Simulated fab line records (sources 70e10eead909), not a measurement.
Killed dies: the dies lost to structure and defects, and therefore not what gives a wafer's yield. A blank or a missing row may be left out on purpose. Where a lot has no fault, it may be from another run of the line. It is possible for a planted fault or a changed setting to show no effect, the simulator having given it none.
Matching of chambers ; flow nand harc ; rie diel-01 running NHARC_A_CONTACT_ETCH_88: 4 sister chambers
The step etches the open film in CF4, target depth 39 nm, time 65 s. 4 wafers are shown with their chamber, then 9 later ones without.

WAFERS, EACH WITH ITS CHAMBER
wafer;chamber;drypump motor current A (A)
L172.6;3;5.8
L171.3;1;5.1
L171.4;0;4.8
L171.6;2;5.3

WAFERS WHOSE CHAMBER IS MISSING
wafer;drypump motor current A (A)
L177.3;5.9
L177.4;5.1
L177.5;5.3
L187.1;4.9
L187.2;5.4
L187.4;5.9
L188.2;5.3
L188.3;4.8
L188.4;5.9

THE CHAMBER EACH PASSED THROUGH
wafer;from the rows above;in truth
L177.3;3;3
L177.4;1;1
L177.5;2;2
L187.1;can't be placed: 0 or 1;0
L187.2;2;2
L187.4;3;3
L188.2;2;2
L188.3;0;0
L188.4;3;3
Placed correctly: 8 of 9. Cannot be placed on the basis of these rows: 1; the candidates contain the true chamber in 1. Number placed wrongly: 0.
How it was worked out, from the rows above alone: a wafer's distance from a chamber is the root of the sum, over the readings, of the square of ((its reading less the chamber's mean) divided by the reading's scatter). If the next closest chamber is less than 2 further off than the closest, the wafer can't be placed; otherwise it belongs to the closest. For every chamber, the mean is computed from those of its wafers that are shown. The scatter: with one shown wafer a chamber, the root of the mean of the squares of how far each hidden wafer lies from its nearest shown one.
